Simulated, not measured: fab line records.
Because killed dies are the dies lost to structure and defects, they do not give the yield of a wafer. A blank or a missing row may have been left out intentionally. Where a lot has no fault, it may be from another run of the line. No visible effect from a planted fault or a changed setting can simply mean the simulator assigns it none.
Matching of chambers    flow n5_finfet    N5_BEOL_M12_ETCH_67 on rie_diel-04: 4 sister chambers
The step etches SiARC in CF4, target depth 143 nm, time 238.3 s. 4 wafers are shown with their chamber, then 7 later ones without.

== EACH WAFER AND ITS CHAMBER ==
wafer   chamber  drypump_motor_current_A (A)
L082.1  1        5.5
L082.6  3        6.1
L088.2  0        5.9
L088.3  2        5.5

== WAFERS MISSING THEIR CHAMBER ==
wafer   drypump_motor_current_A (A)
L088.4  6.1
L094.1  5.6
L094.3  5.5
L094.5  5.5
L093.1  5.6
L093.3  5.5
L093.4  6.1

== WHICH CHAMBER EACH WENT THROUGH ==
wafer   from the rows above      in truth
L088.4  3                        3
L094.1  can't be placed: 1 or 2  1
L094.3  can't be placed: 1 or 2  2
L094.5  can't be placed: 1 or 2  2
L093.1  can't be placed: 1 or 2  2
L093.3  can't be placed: 1 or 2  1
L093.4  3                        3
Placed correctly: 2 of 7. From these rows, 5 cannot be placed; in 5 the true chamber is one of the candidates. Number placed wrongly: 0.
How it was worked out, from the rows above alone: a wafer's distance from a chamber is the root of the sum, over the readings, of the square of ((its reading less the chamber's mean) divided by the reading's scatter). If the next closest chamber is less than 2 further off than the closest, the wafer can't be placed; otherwise it belongs to the closest. The mean given for a chamber averages the wafers shown for that chamber. The scatter (one wafer shown for each chamber): square how far every hidden wafer sits from the nearest shown wafer, average those squares and take the square root.
